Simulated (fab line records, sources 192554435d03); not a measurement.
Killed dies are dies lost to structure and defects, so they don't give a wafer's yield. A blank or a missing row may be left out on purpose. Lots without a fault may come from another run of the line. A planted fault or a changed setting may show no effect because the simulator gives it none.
A struck lot beside a sound one | flow n5_finfet | 35 steps out of a route of 1938
Sound: wafers L837.2, L837.4, L837.6. Struck: wafer L855.1. (L855.3 of the same lot was not struck and is left out.) The cause comes at the end.
At each step with rows: each side's tool, then ch and its chambers, then its first start. Under that, the readings that differ: sound wafers | struck wafers | difference of the means | sigmas: that difference in standard deviations of wafers without a fault.
alike: readings whose means differ by less than 2 such deviations, and words and numbers that are the same on both sides. not compared: withheld readings, readings that some wafer has no value for, bounds like >300 that may hide the same value, and numbers for which the record gives no deviation and whose values overlap.
The two part at a step that has a row with sigmas, a row that says differs or no value, or rows on one side only. Numbers that don't overlap but have no deviation are shown without sigmas and don't part them. A reading that every wafer of one side lacks parts them only if that side has two wafers or more.

first, 12 steps without rows for these wafers: N5_SD_EPI_P_ETCH_37 (etches SOC in N2/H2, overetch 108 nm, time 486 s); N5_SD_EPI_P_STRIP_38 (strips in N2/H2); N5_SD_EPI_P_ETCHBACK_46 (etches SiNx in CH3F/O2, stops on SiO2, target depth 17.5 nm); N5_SD_EPI_P_ETCH_47 (etches SiOCN in CH3F/O2, target depth 25 nm); N5_SD_EPI_P_ETCH_16 (etches SiO2 in CHF3/O2, target depth 5 nm); N5_SD_EPI_P_STRIP_50 (strips in CHF3/O2); N5_SD_EPI_P_SD_RECESS_17 (chemistry HBr/Cl2/O2, target depth 39.1 nm, bt time 3 s); N5_SD_EPI_P_WET_ETCH_45 (etches SiO2 in dHF, time 10.7 s, target depth 2 nm, rinse time 30 s); N5_SD_EPI_P_STRIP_40 (strips in N2/H2); N5_SD_EPI_P_PRECLEAN_52 (cleans in O3/DIW, time 60 s); N5_SD_EPI_P_SRD_20 (time 30 s); N5_SD_EPI_P_PRECLEAN_51 (cleans in NF3:NH3, afs cycles 1, time 20 s, sublimation time 60 s).
N5_SD_EPI_P_VAPOR_ETCH_44: etches SiGe30 in NF3/Ar, time 3.3 s.
  sound on epi_rpcvd-01 ch 0, day 3 12:19; struck on epi_rpcvd-03 ch 0, day 7 18:10
then, 20 steps without rows for these wafers: N5_SD_EPI_P_EPI_21 (deposits SiGe:B, time 355 s); N5_SD_EPI_P_HM_STRIP_48 (strips SiNx in H3PO4, material SiNx, target depth 3 nm); N5_SD_EPI_P_SRD_49 (time 30 s); N5_SD_EPI_P_PRECLEAN_24 (cleans in O3/DIW, time 45 s); N5_SD_EPI_P_PRECLEAN_32 (cleans in dHF, time 10 s); N5_SD_EPI_P_PRECLEAN_33 (cleans in SC2, time 45 s); N5_SD_EPI_P_SRD_25 (time 30 s); N5_SD_ACTIVATION_RTA_00 (time 0 s); N5_SD_ACTIVATION_LSA_01 (time 0.0008 s); N5_ILD0_LINER_00 (material SiNx, target thk 4 nm, pulse time 1 s, purge time 2 s); N5_ILD0_FCVD_FILL_01 (material SiO2 flowable, target thk 200 nm, time 328.3 s); N5_ILD0_CURE_02 (time 1800 s); N5_ILD0_CMP_03 (polishes, stops on SiNx, t overpolish 1.9 s, target thk 197.38 nm); N5_ILD0_CMP_07 (polishes SiO2 flowable, stops on poly-Si, t overpolish 1.18 s, target thk 138.88 nm); N5_ILD0_PRECLEAN_10 (cleans in NF3:NH3, afs cycles 5, time 20 s, sublimation time 60 s); N5_ILD0_ALD_15 (deposits SiNx, target thk 24 nm, pulse time 1 s, ald cycles 480); N5_ILD0_CMP_12 (polishes SiNx, stops on poly-Si, t overpolish 6 s, target thk 17.67 nm); N5_SDB_HM_DEP_00 (deposits SiNx from SiH4/NH3/N2, target thk 40 nm, time 35.3 s); N5_SDB_COAT_03 (time 60 s, resist thk 100 nm); N5_SDB_COAT_04 (time 60 s, resist thk 18 nm).
-- the record jumps here: 6 days lie between the struck wafers' starts before and after (it left off in module SDB and takes up again in module BEOL_M4, whose first step shown is number 1111 of the route) --
N5_BEOL_M4_RC_MEAS_101:
  sound on prober-02 ch 0, day 7 18:35; struck on prober-02 ch 0, day 13 19:33
  reading            | sound             | struck | difference | sigmas
  DIBL_P (mV/V)      | 37.3 34.8 34.3    | 30.4   | -5.1       | -2
  IOFF_P (nA/um)     | 0.25 0.21 0.20    | 0.09   | -0.13      | -4
  IOFF_P_85C (nA/um) | 4.1 3.6 3.5       | 1.9    | -1.8       | -4
  IOFF_P_LIN (nA/um) | 0.112 0.100 0.096 | 0.052  | -0.051     | -4
  ION_P (uA/um)      | 466 468 475       | 411    | -59        | -7
  REXT_P (ohm.um)    | 100.6 102.5 100.1 | 140.0  | +38.9      | +15
  VT_P (mV)          | -248 -248 -249    | -265   | -17        | -5
  VT_P_LVT (mV)      | -95.7 -97.4 -99.5 | -115.3 | -17.8      | -7
  alike: DIBL_N, IOFF_N, ION_N, SS_N, SS_P, VT_N
-- the record jumps here: 5 days lie between the struck wafers' starts before and after (it left off in module BEOL_M4 and takes up again in module PASSIVATION, whose first step shown is number 1936 of the route) --
N5_PASSIVATION_PROBE_49:
  sound on prober-01, day 11 09:53; struck on prober-01, day 18 12:49
  reading              | sound          | struck | difference | sigmas
  sort_bin_8_speed (%) | 0 0 0          | 92.03  | +92.03     | +99 or more
  sort_n_pass          | 1073 1090 1081 | 5      | -1076      | -60
  sort_yield_pct (%)   | 90.9 92.4 91.6 | 0.4    | -91.2      | -61
  alike: defect_limited_yield, killed_at_M0_to_M3, killed_at_M4_up, killed_at_contacts, killed_at_front_end, killed_at_other, killed_dies, killed_open, killed_short, sort_bin_5_function, sort_bin_6_memory

WHERE THEY PART
First at N5_BEOL_M4_RC_MEAS_101; last, within this record, at N5_PASSIVATION_PROBE_49.

WHY: what the simulator had put in
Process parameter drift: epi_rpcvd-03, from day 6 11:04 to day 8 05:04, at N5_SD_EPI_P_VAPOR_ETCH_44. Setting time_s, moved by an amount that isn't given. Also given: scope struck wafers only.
